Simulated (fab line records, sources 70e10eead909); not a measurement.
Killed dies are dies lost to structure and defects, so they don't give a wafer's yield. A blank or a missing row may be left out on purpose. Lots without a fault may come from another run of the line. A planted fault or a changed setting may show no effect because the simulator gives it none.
A struck lot beside a sound one | flow nand_harc | 40 steps out of a route of 1302
Sound: wafers L404.1, L404.4, L404.5. Struck: wafer L407.2. (L407.3, L407.4 of the same lot were not struck and are left out.) The cause comes at the end.
At each step with rows: each side's tool, then ch and its chambers, then its first start. Under that, the readings that differ: sound wafers | struck wafers | difference of the means | sigmas: that difference in standard deviations of wafers without a fault.
alike: readings whose means differ by less than 2 such deviations, and words and numbers that are the same on both sides. not compared: withheld readings, readings that some wafer has no value for, bounds like >300 that may hide the same value, and numbers for which the record gives no deviation and whose values overlap.
The two part at a step that has a row with sigmas, a row that says differs or no value, or rows on one side only. Numbers that don't overlap but have no deviation are shown without sigmas and don't part them. A reading that every wafer of one side lacks parts them only if that side has two wafers or more.

NHARC_A_BONDPAD_OVL_MEAS_35:
  sound on overlay-01, day 24 14:04; struck on overlay-02, day 26 16:19
  reading           | sound | struck | difference | sigmas
  overlay_x_nm (nm) | 1 2 1 | -10    | -11        | -2
  alike: overlay_y_nm
then, 3 steps without rows for these wafers: NHARC_A_BONDPAD_HARDBAKE_10 (time 65 s); NHARC_A_BONDPAD_DESCUM_11 (chemistry O2, time 3 s); NHARC_A_BONDPAD_ETCH_34 (etches the open film in N2/H2, target depth 60 nm, overetch 18 nm, time 65.91 s).
NHARC_A_BONDPAD_ETCH_12: etches the open film in CHF3/O2, target depth 220 nm, time 110 s.
  sound on rie_diel-09 ch 1,2; struck on rie_diel-09 ch 3
  alike: drypump_motor_current_A, mfc_ar_sccm, oes_product_au, rf_vpp_V, showerhead_plenum_p_Torr, throttle_valve_pct
  not compared: rf_hours_counter_h
NHARC_A_BONDPAD_CD_MEAS_13:
  sound on cd_sem-01, day 24 14:30; struck on cd_sem-03, day 26 16:46
  alike: cd_nm
then, 5 steps without rows for these wafers: NHARC_A_BONDPAD_STRIP_15 (strips in O2); NHARC_A_BONDPAD_ETCH_24 (etches the open film in CF4/N2, target depth 30 nm, time 72.99 s); NHARC_A_BONDPAD_STRIP_16 (strips in post etch residue remover, time 600 s); NHARC_A_BONDPAD_DEGAS_25 (time 60 s); NHARC_A_BONDPAD_PRE_CLEAN_26 (time 30 s).
NHARC_A_BONDPAD_PVD_17: deposits TaN, target thk 5 nm, time 8.06 s.
  sound on pvd_sputter-01; struck on pvd_sputter-03
  alike: throttle_valve_pct
NHARC_A_BONDPAD_PVD_27: deposits Cu, target thk 30 nm, time 20.49 s.
  sound on pvd_sputter-01, day 24 15:22; struck on pvd_sputter-03, day 26 17:37
  alike: throttle_valve_pct
then, 1 step without rows for these wafers: NHARC_A_BONDPAD_ECD_18 (material Cu, target thk 400 nm).
NHARC_A_BONDPAD_ANNEAL_28: time 90 s.
  sound on rtp_anneal-01 ch 0, day 24 15:52; struck on rtp_anneal-02 ch 0, day 26 18:11
  reading           | sound                | struck | difference | sigmas
  anneal_temp_c (C) | 225.32 225.28 225.05 | 224.84 | -0.38      | -2
  anneal_temp_c_max | 226.43 226.40 226.12 | 225.47 | -0.85      | -3
  alike: wafer_temp_C_max
NHARC_A_BONDPAD_CMP_19: polishes, t overpolish 30 s, cu recess touch 16 s, target thk 169.82 nm.
  sound on cmp-03 ch 0,3, day 24 16:12; struck on cmp-03 ch 2, day 26 18:29
  alike: edge_zone_pressure_frac, motor_current_A, overpolish_run_s
then, 1 step without rows for these wafers: NHARC_A_BONDPAD_SRD_21 (time 30 s, dry time 20 s).
NHARC_A_BONDPAD_INSPECT_23:
  sound on defect_inspect-01, day 24 16:44; struck on defect_inspect-01, day 26 19:01
  alike: raw_defect_count
then, 5 steps without rows for these wafers: NHARC_HYBRID_BOND_ACTIVATE_00 (chemistry N2, time 60 s); NHARC_HYBRID_BOND_PRECLEAN_01 (cleans in DIW, time 300 s); NHARC_HYBRID_BOND_SRD_02 (time 30 s, dry time 20 s); NHARC_HYBRID_BOND_BOND_03; NHARC_HYBRID_BOND_ANNEAL_04 (time 7200 s).
NHARC_HYBRID_BOND_OVL_MEAS_05:
  the record has rows for the sound wafers here (overlay-01, day 25 03:43) and none for the struck ones
NHARC_HYBRID_BOND_INSPECT_06: inspects for defects (ir void).
  the record has rows for the sound wafers here (defect_inspect-01, day 25 03:47) and none for the struck ones
then, 1 step without rows for these wafers: NHARC_THIN_TSV_GRIND_00.
NHARC_THIN_TSV_CMP_01: polishes.
  the record has rows for the sound wafers here (cmp-04 ch 0,1,3, day 25 05:10) and none for the struck ones
NHARC_THIN_TSV_THK_MEAS_02: measures by ir.
  the record has rows for the sound wafers here (film_metro-02, day 25 05:26) and none for the struck ones
then, 11 steps without rows for these wafers: NHARC_THIN_TSV_SRD_03; NHARC_THIN_TSV_PRECLEAN_41 (cleans in SC1); NHARC_THIN_TSV_SRD_42; NHARC_THIN_TSV_DEP_43 (deposits SiO2, target thk 1328.5 nm); NHARC_THIN_TSV_DEHYDRATE_04 (time 120 s); NHARC_THIN_TSV_HMDS_05 (time 30 s); NHARC_THIN_TSV_COAT_06; NHARC_THIN_TSV_SOFTBAKE_07 (time 95 s); NHARC_THIN_TSV_EBR_08; NHARC_THIN_TSV_EXPOSE_09 (exposes mask TSV); NHARC_THIN_TSV_PEB_10 (peb time 85 s).
NHARC_END_SORT_01:
  sound on prober-01 ch 0, day 25 21:24; struck on prober-01 ch 0, day 27 23:53
  reading                  | sound          | struck | difference | sigmas
  defect_limited_yield (%) | 91.3 91.3 90.1 | 0      | -91        | -38
  killed_at_array          | 56 58 64       | 673    | +614       | +36
  killed_dies              | 59 59 67       | 677    | +615       | +38
  killed_short             | 2 5 5          | 1      | -3         | -2
  sort_bin_2_pct (%)       | 3.4 4.7 4.1    | 92.2   | +88.1      | +73
  sort_n_pass              | 618 618 610    | 0      | -615       | -38
  sort_rim_yield_pct (%)   | 86 85 91       | 0      | -87        | -20
  sort_yield_pct (%)       | 91.3 91.3 90.1 | 0      | -91        | -38
  alike: killed_at_other, killed_at_periphery, killed_open, sort_bin_3_pct, sort_bin_4_pct

WHERE THEY PART
First at NHARC_A_BONDPAD_OVL_MEAS_35; last, within this record, at NHARC_END_SORT_01.

WHY: what the simulator had put in
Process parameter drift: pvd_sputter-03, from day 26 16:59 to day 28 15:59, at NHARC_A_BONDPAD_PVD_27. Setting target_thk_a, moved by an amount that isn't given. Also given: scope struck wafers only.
